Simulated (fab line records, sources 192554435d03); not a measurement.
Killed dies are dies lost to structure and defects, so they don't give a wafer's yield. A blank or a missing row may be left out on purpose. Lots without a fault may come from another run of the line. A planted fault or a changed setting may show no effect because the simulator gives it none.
Split-lot experiment | flow n5_finfet | 7 lots, 21 wafers read, on a route of 1938 steps

THE SPLIT
At N5_BEOL_M2_ILD_DEP_00 (deposits SiOC from DEMS/O2, target thk 79 nm, time 15.3 s), the setting time_s was moved away from the recipe's 15.3 s on 7 of the 21 wafers read, by -14.1% to +6.9%. The other wafers ran this setting at the recipe's value.

The file shows no step between the split and the reading.

THE READING
M2_ILD_THK, in nm, at N5_BEOL_M2_THK_MEAS_01. Fault-free wafers of this fab line usually give 78.8 nm, standard deviation 1.1 nm.

wafer  | tool, chamber at the split | time_s as run, s | against the recipe | M2_ILD_THK, nm | against lot-mates on the recipe
L078.1 | pecvd-02, 1,2              | 15.3             | recipe             | 77.6           | -
L078.2 | pecvd-02, 1,2              | 15.3             | recipe             | 77.6           | -
L078.3 | pecvd-02, 0                | 15.3             | recipe             | 78.5           | -
L077.2 | pecvd-02, 2                | 15.3             | recipe             | 78.7           | -
L077.4 | pecvd-02, 1,2              | 15.3             | recipe             | 79.6           | -
L077.5 | pecvd-02, 1,2              | 15.3             | recipe             | 79.7           | -
L079.2 | pecvd-03, 1,2              | 16.36            | +6.9%              | 84.0           | no lot-mate on the recipe
L079.3 | pecvd-03, 1,2              | 16.36            | +6.9%              | 84.0           | no lot-mate on the recipe
L079.6 | pecvd-03, 0                | 16.36            | +6.9%              | 86.3           | no lot-mate on the recipe
L081.3 | pecvd-02, 1                | 13.15            | -14.1%             | 67.1           | -11.4
L081.5 | pecvd-02, 0                | 15.3             | recipe             | 78.8           | -
L081.6 | pecvd-02, 1                | 15.3             | recipe             | 78.2           | -
L093.1 | pecvd-02, 0                | 15.3             | recipe             | 79.8           | -
L093.3 | pecvd-02, 1                | 15.3             | recipe             | 77.4           | -
L093.5 | pecvd-02, 1                | 13.14            | -14.1%             | 68.1           | -10.5
L095.1 | pecvd-01, 1                | 15.3             | recipe             | 79.4           | -
L095.2 | pecvd-01, 0                | 15.3             | recipe             | 77.9           | -
L095.5 | pecvd-01, 1                | 15.3             | recipe             | 80.9           | -
L096.1 | pecvd-01, 2                | 16.33            | +6.7%              | 83.5           | +3.6
L096.2 | pecvd-01, 0                | 16.33            | +6.7%              | 82.2           | +2.3
L096.5 | pecvd-01, 1                | 15.3             | recipe             | 79.9           | -
Where a row lists several chambers, the file gives one row for several wafers and doesn't say which wafer went through which chamber.

THE FIT
A straight line over all 21 wafers: M2_ILD_THK changes by +0.783 nm for each +1% of time_s; r = +0.97; the points scatter about the line by 1.1 nm.
The same after taking each lot's own level away (the mean of its wafers on the recipe; 18 wafers): +0.705 nm for each +1%; r = +0.97; scatter 1 nm.
On that fit, the largest move of time_s shifts the reading by 10 nm.
The lots' own levels span 77.90 to 79.90 nm, that is 1.8 times the standard deviation above.
So the lot-to-lot level changes the slope: the two fits differ.
Check: with one of the wafers moved furthest among these (-14.1%) left out of the fit, the line predicts -10.1 nm for it against its lot-mates. It came out at -10.5 nm against them.

OTHER SPLITS ON THESE WAFERS
These wafers also went through other splits before the reading. Each is held against what the fit with the lots' levels taken away leaves over:
other split on the same wafers               | wafers away from the commonest value | r with M2_ILD_THK (lot level and that fit taken away)
N5_SDB_ALD_29 ald_cycles                     | 8                                    | -0.42
N5_MOL_CONTACT_COAG_CONTACT_ETCH_14 source_w | 6                                    | +0.40
N5_MOL_CONTACT_COAG_COAT_64 spin_rpm         | 8                                    | +0.06
N5_BEOL_M1_ETCH_64 bias_w                    | 10                                   | +0.21

THE WHOLE CHAIN: every reading that the file lists as answering this split, in the file's order
step                   | what it does                                              | reading                                                                            | change (the file's fit)               | r (the file's)
N5_BEOL_M2_ILD_DEP_00  | deposits SiOC from DEMS/O2, target thk 79 nm, time 15.3 s | SiOC_of_BEOL_M2_ILD_DEP_00.thk_nm (the simulator's own value, which no gauge read) | +0.751 nm for each +1% of the setting | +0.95
N5_BEOL_M2_THK_MEAS_01 |                                                           | M2_ILD_THK                                                                         | +0.744 for each +1% of the setting    | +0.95

THE FILE'S OWN FIT
M2_ILD_THK changes by +0.744 nm for each +1% of time_s, r = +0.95.
